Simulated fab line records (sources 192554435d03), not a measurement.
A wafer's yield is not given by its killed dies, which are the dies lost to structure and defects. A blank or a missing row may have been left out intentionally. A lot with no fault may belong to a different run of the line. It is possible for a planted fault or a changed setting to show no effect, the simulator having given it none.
Code-filled problem report in 8D (eight disciplines) form + flow n5 finfet + the parts of the form that need people (team, actions taken, sign-off) are left out

1. WHAT IS WRONG
At N5_BEOL_M15_COAT_56, plate temp C averages 223.92 C over 6 wafers from 2 lots, while fault-free wafers read 250.00 C, standard deviation 0.19. So: -99 or more standard deviations from the usual mean.
The step: time 60 s, resist thk 550 nm.
Seen first at day 13 21:25 on litho track-03, wafer L875.1. The record holds 18 wafers of 6 lots with a number at this step. By rule, "out" or "out of limits" means more than 4 standard deviations away from the usual mean. All remaining wafers that have a number are taken as sound.

2. WHAT IT IS, AND WHAT IT ISN'T
| question                    | is                                 | is not                                                                   |
|-----------------------------|------------------------------------|--------------------------------------------------------------------------|
| which readings at this step | plate temp C, heater power total W | -                                                                        |
| which lots                  | L875, L879                         | L869, L872, L882, L888                                                   |
| which wafers of those lots  | all that have a number             | -                                                                        |
| read on which tools         | litho track-03                     | litho track-02, litho track-04                                           |
| when                        | from day 13 21:25                  | up to then (6 sound wafers); but 6 sound wafers of L882, L888 came after |

3. SUSPECTS, AND WHAT RULES EACH OUT
Counting: a tool at any process step up to the reading remains a suspect when it ran all the lots that are out and ran no sound lot after the first of those.
- litho track-03 at N5_BEOL_M15_COAT_56 (time 60 s, resist thk 550 nm): kept. All lots that are out passed through it, beginning with L875 at day 13 21:25, and no sound lot followed; its final sound lot before that point was L869 at day 12 03:16. On those wafers its own readings are out: heater power total W, plate temp C.
Left after counting: litho track-03 at N5_BEOL_M15_COAT_56.

4. THE CAUSE (what the simulator had put in)
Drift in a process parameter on litho track-03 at N5_BEOL_M15_COAT_56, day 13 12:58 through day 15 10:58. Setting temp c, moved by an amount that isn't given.
After counting, this tool was the only one left.

5. SEQUENCE OF EFFECTS, ordered by route
One row per reading whose mean, taken over the struck wafers that have a number, lies over 3 standard deviations from the usual. Scope: only readings with a usual standard deviation given in the record; hours: median across lots of the time from each lot's start at the first step in this table that gives one to its start at this step; sigmas: change in usual standard deviations.
| hours | step                | reading              | usual    | on struck wafers | change | sigmas      |
|-------|---------------------|----------------------|----------|------------------|--------|-------------|
| 0     | N5_BEOL_M15_COAT_56 | heater power total W | 500.4 W  | 438.7            | -61.7  | -34         |
| 0     | N5_BEOL_M15_COAT_56 | plate temp C         | 250.00 C | 223.92           | -26.08 | -99 or more |
Here are the process steps it includes:
- N5_BEOL_M15_COAT_56: time 60 s, resist thk 550 nm.

6. WHAT WOULD HAVE CAUGHT IT SOONER
8 hours passed between the start of the fault at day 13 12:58 and the first reading out of limits in this record, taken at day 13 21:25.
